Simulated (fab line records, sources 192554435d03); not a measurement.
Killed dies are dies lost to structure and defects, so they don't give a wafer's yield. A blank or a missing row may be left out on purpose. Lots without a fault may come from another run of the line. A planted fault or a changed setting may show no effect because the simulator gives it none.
Chamber matching | flow n5_finfet | N5_BEOL_M12_DEP_53 on pecvd-01: 3 sister chambers
The step deposits SiCN from 3MS/NH3, target thk 30 nm, time 10.5 s. 3 wafers are shown with their chamber, then 7 later ones without.

WAFERS WITH THEIR CHAMBER
wafer  | chamber | throttle_valve_pct (%)
L089.2 | 1       | 18.8
L089.3 | 2       | 18.1
L091.5 | 0       | 19.3

WAFERS WITHOUT THEIR CHAMBER
wafer  | throttle_valve_pct (%)
L091.6 | 17.7
L092.1 | 18.9
L092.2 | 18.3
L092.4 | 19.1
L097.2 | 19.4
L097.4 | 18.3
L097.6 | 18.9

WHICH CHAMBER EACH WENT THROUGH
wafer  | from the rows above     | in truth
L091.6 | 2                       | 2
L092.1 | can't be placed: 1 or 0 | 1
L092.2 | can't be placed: 2 or 1 | 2
L092.4 | can't be placed: 0 or 1 | 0
L097.2 | 0                       | 0
L097.4 | can't be placed: 2 or 1 | 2
L097.6 | can't be placed: 1 or 0 | 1
Placed correctly: 2 of 7. Can't be placed from these rows: 5 (the true chamber is among the candidates in 5). Placed wrongly: 0.
How it was worked out, from the rows above alone: a wafer's distance from a chamber is the root of the sum, over the readings, of the square of ((its reading less the chamber's mean) divided by the reading's scatter). The wafer belongs to the nearest chamber; if the next one is less than 2 further off, it can't be placed. A chamber's mean is the mean of its shown wafers. The scatter: with one shown wafer a chamber, the root of the mean of the squares of how far each hidden wafer lies from its nearest shown one.
